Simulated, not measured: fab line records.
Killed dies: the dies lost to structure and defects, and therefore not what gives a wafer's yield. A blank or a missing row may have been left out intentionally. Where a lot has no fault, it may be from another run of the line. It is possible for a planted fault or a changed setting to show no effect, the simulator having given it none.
Tool commonality check || flow nand harc || 6 wafers sampled across 2 lots

== WHY THIS WAS OPENED ==
On 2 of the 2 lots, a flag is raised at NHARC_END_SORT_01 on the reading killed at periphery. Wafers without a fault read 3.4, standard deviation 2.5.
Rule: a lot is flagged in two cases, either no wafer of it has a number, or all its wafers with numbers fall more than 4 standard deviations from that mean. The other lots count as sound.

{"lot": "L759", "measured": "day 29 09:18", "on": "prober-02", "killed at periphery, wafer by wafer": "629 627 618", "flag": "FLAGGED"}
{"lot": "L758", "measured": "day 29 09:19", "on": "prober-01", "killed at periphery, wafer by wafer": "629 625 629", "flag": "FLAGGED"}
The numbers of the flagged lots are 626.2 on average: +622.8 against the usual, or +99 or more standard deviations.

== LOT BY LOT: THE TOOL USED ==
The record holds 3 process steps before the reading, out of a route of 1302 steps. Every cell lists first the tool, next ch and the chambers used by the sampled wafers, and last the start.
{"lot": "L759", "flag": "FLAGGED", "NHARC_P_GATE_ETCH_32": "rie si-06 ch 1,2,3, day 10 04:33", "NHARC_P_GATE_IMPLANT_62": "implanter-02, day 10 17:53", "NHARC_P_GATE_DESCUM_93": "rie diel-01 ch 2,3, day 10 19:28"}
{"lot": "L758", "flag": "FLAGGED", "NHARC_P_GATE_ETCH_32": "rie si-03 ch 1,2,3, day 10 03:45", "NHARC_P_GATE_IMPLANT_62": "implanter-02, day 10 17:10", "NHARC_P_GATE_DESCUM_93": "rie diel-06 ch 1,2,3, day 10 18:44"}
What is done by these steps:
- NHARC_P_GATE_ETCH_32: etches the open film in HBr/Cl2, target depth 150 nm, time 100.1 s.
- NHARC_P_GATE_IMPLANT_62
- NHARC_P_GATE_DESCUM_93: chemistry O2, time 3 s.
- NHARC_END_SORT_01

== FLAGGED AGAINST TOTAL, ONE TOOL AT A TIME (gauges that did the reading follow at the end) ==
{"step": "NHARC_P_GATE_ETCH_32", "tool": "rie si-03", "lots run": 1, "flagged": 1, "share of the flagged lots": "some", "sound lots run after its first flagged lot": 0}
{"step": "NHARC_P_GATE_ETCH_32", "tool": "rie si-06", "lots run": 1, "flagged": 1, "share of the flagged lots": "some", "sound lots run after its first flagged lot": 0}
{"step": "NHARC_P_GATE_IMPLANT_62", "tool": "implanter-02", "lots run": 2, "flagged": 2, "share of the flagged lots": "all", "sound lots run after its first flagged lot": 0}
{"step": "NHARC_P_GATE_DESCUM_93", "tool": "rie diel-01", "lots run": 1, "flagged": 1, "share of the flagged lots": "some", "sound lots run after its first flagged lot": 0}
{"step": "NHARC_P_GATE_DESCUM_93", "tool": "rie diel-06", "lots run": 1, "flagged": 1, "share of the flagged lots": "some", "sound lots run after its first flagged lot": 0}
{"step": "NHARC_END_SORT_01", "tool": "prober-01", "lots run": 1, "flagged": 1, "share of the flagged lots": "some", "sound lots run after its first flagged lot": 0}
{"step": "NHARC_END_SORT_01", "tool": "prober-02", "lots run": 1, "flagged": 1, "share of the flagged lots": "some", "sound lots run after its first flagged lot": 0}

== WHAT IS ALLOWED BY THE TABLE ==
All flagged lots share 1 row of the table, namely implanter-02 at NHARC_P_GATE_IMPLANT_62.
- implanter-02 at NHARC_P_GATE_IMPLANT_62 ran 2 lots, 2 of them flagged. In this sample it ran no sound lot ahead of its first flagged lot, so there is no way to narrow down the start.
implanter-02 at NHARC_P_GATE_IMPLANT_62 is the single tool remaining.

== WHAT THE SIMULATOR HAD PUT IN ==
At NHARC_P_GATE_IMPLANT_62, the step was skipped entirely on implanter-02 from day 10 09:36 on. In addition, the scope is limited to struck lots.
Shown lots that were struck: L759, L758. The same result came from the rule above.
